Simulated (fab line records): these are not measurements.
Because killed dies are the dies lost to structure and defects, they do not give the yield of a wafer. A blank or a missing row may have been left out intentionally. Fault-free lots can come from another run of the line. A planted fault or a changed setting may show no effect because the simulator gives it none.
Chamber matching    flow n5Finfet    N5_SD_EPI_P_ETCH_36 on rieDiel-02: 3 sister chambers
The step etches SiARC in CF4, target depth 45.5 nm, time 75.8 s. 3 wafers are shown with their chamber, then 8 later ones without.

EACH WAFER AND ITS CHAMBER
wafer   chamber  drypumpMotorCurrentA (A)
L085.2  3        4.8
L085.6  0        6.0
L087.3  1        5.9

WAFERS WITHOUT THEIR CHAMBER
wafer   drypumpMotorCurrentA (A)
L087.6  5.9
L090.1  6.0
L090.4  4.7
L090.5  6.0
L092.1  4.7
L092.5  6.0
L095.5  4.8
L095.6  6.0

THE CHAMBER EACH PASSED THROUGH
wafer   from the rows above  in truth
L087.6  1                    1
L090.1  0                    0
L090.4  3                    3
L090.5  0                    0
L092.1  3                    3
L092.5  0                    0
L095.5  3                    3
L095.6  0                    0
Placed correctly: 8 of 8. Can't be placed from these rows: 0. Placed wrongly: 0.
How it was worked out, from the rows above alone: a wafer's distance from a chamber is the root of the sum, over the readings, of the square of ((its reading less the chamber's mean) divided by the reading's scatter). If the next closest chamber is less than 2 further off than the closest, the wafer can't be placed; otherwise it belongs to the closest. The mean given for a chamber averages the wafers shown for that chamber. The scatter: with one shown wafer a chamber, the root of the mean of the squares of how far each hidden wafer lies from its nearest shown one.
